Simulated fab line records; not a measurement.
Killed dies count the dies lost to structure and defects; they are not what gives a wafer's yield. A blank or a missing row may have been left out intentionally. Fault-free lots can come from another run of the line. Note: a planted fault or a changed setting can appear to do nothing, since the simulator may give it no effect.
Split-lot trial | flow n5 finfet | 39 wafers read from 7 lots, route of 1938 steps

## THE SPLIT
At N5_SD_EPI_N_ETCH_45 (etches SiOCN in CH3F/O2, target depth 6 nm), the setting target depth a was moved away from the recipe's 60 angstrom on 12 of the 39 wafers read, by -28.3% to +33.4%. For the rest of the wafers, this setting stayed at what the recipe calls for.

The reading comes from the split's own step.

## THE READING
etch.depth nm (the simulator's own value, which no gauge read), in nm, at N5_SD_EPI_N_ETCH_45 (etches SiOCN in CH3F/O2, target depth 6 nm). No usual value for it is given in the file. The 27 wafers here that ran the recipe average 6.049 nm, standard deviation 0.15 nm.

wafer  | tool, chamber at the split | target depth a as run, angstrom | against the recipe | etch.depth nm, nm | against lot-mates on the recipe
L078.1 | rie diel-02, 3             | 60                              | recipe             | 5.926             | -
L078.2 | rie diel-02, 0             | 50.32                           | -16.1%             | 5.281             | -0.819
L078.3 | rie diel-02, 2             | 50.32                           | -16.1%             | 5.142             | -0.958
L078.4 | rie diel-02, 1             | 60                              | recipe             | 6.273             | -
L078.5 | rie diel-02, 1             | 50.32                           | -16.1%             | 5.23              | -0.870
L078.6 | rie diel-02, 2             | 60                              | recipe             | 6.1               | -
L084.1 | rie diel-02, 1             | 60                              | recipe             | 6.23              | -
L084.2 | rie diel-02, 3             | 60                              | recipe             | 5.979             | -
L084.3 | rie diel-02, 0             | 60                              | recipe             | 6.391             | -
L084.4 | rie diel-02, 2             | 60                              | recipe             | 6.123             | -
L084.5 | rie diel-02, 3             | 60                              | recipe             | 5.955             | -
L084.6 | rie diel-02, 2             | 60                              | recipe             | 6.11              | -
L085.1 | rie diel-05, 1             | 80.01                           | +33.4%             | 8.144             | +2.211
L085.2 | rie diel-05, 0             | 60                              | recipe             | 5.973             | -
L085.3 | rie diel-05, 2             | 60                              | recipe             | 6.068             | -
L085.4 | rie diel-05, 3             | 60                              | recipe             | 5.759             | -
L085.5 | rie diel-05, 1             | 80.01                           | +33.4%             | 8.183             | +2.250
L085.6 | rie diel-05, 2             | 80.01                           | +33.4%             | 8.044             | +2.111
L091.1 | rie diel-05, 2             | 60                              | recipe             | 6.122             | -
L091.2 | rie diel-05, 0             | 60                              | recipe             | 6.043             | -
L091.3 | rie diel-05, 1             | 60                              | recipe             | 6.186             | -
L091.4 | rie diel-05, 3             | 60                              | recipe             | 5.836             | -
L091.5 | rie diel-05, 0             | 60                              | recipe             | 6.036             | -
L091.6 | rie diel-05, 1             | 60                              | recipe             | 6.185             | -
L093.1 | rie diel-02, 2             | 60                              | recipe             | 6.047             | -
L093.2 | rie diel-02, 3             | 60                              | recipe             | 5.946             | -
L093.3 | rie diel-02, 1             | 77.5                            | +29.2%             | 7.923             | +1.853
L093.4 | rie diel-02, 0             | 77.5                            | +29.2%             | 8.013             | +1.943
L093.5 | rie diel-02, 0             | 60                              | recipe             | 6.216             | -
L093.6 | rie diel-02, 1             | 77.5                            | +29.2%             | 8.015             | +1.945
L095.1 | rie diel-05, 1             | 60                              | recipe             | 6.133             | -
L095.2 | rie diel-05, 2             | 43.05                           | -28.3%             | 4.307             | -1.636
L095.3 | rie diel-05, 0             | 60                              | recipe             | 5.871             | -
L095.4 | rie diel-05, 3             | 60                              | recipe             | 5.824             | -
L095.5 | rie diel-05, 2             | 43.05                           | -28.3%             | 4.344             | -1.599
L095.6 | rie diel-05, 3             | 43.05                           | -28.3%             | 4.082             | -1.861
L097.1 | rie diel-05, 0             | 60                              | recipe             | 5.943             | -
L097.5 | rie diel-05, 1             | 60                              | recipe             | 6.123             | -
L097.6 | rie diel-05, 0             | 60                              | recipe             | 5.915             | -

THE FIT
A straight line over all 39 wafers: etch.depth nm changes by +0.0628 nm for each +1% of target depth a; r = +0.99; the points scatter about the line by 0.14 nm.
The same after taking each lot's own level away (the mean of its wafers on the recipe; 39 wafers): +0.0631 nm for each +1%; r = +0.99; scatter 0.13 nm.
That fit puts the effect of the largest move of target depth a on the reading at 2.1 nm.
From 5.9333 to 6.1313 nm: that is the span of the lots' own levels, equal to 1.3 times the standard deviation above.
Hence the lot-to-lot level has little effect on the slope; both slopes agree.
Check: with one of the wafers moved furthest among these (+33.4%) left out of the fit, the line predicts +2.12 nm for it against its lot-mates. Against them it came out at +2.21 nm.

## FURTHER SPLITS ON THESE WAFERS
Other splits were also applied to these wafers ahead of the reading. Each is held against what the fit with the lots' levels taken away leaves over:
other split on the same wafers        | wafers away from the commonest value | r with etch.depth nm (lot level and that fit taken away)
N5_FIN_SAQP_HM_DEP_03 target thk a    | 12                                   | +0.03
N5_FIN_CUT_CUT_ETCH_26 target depth a | 18                                   | +0.14

## FILE'S OWN FIT
etch.depth nm changes by +0.0632 nm for each +1% of target depth a, r = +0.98.
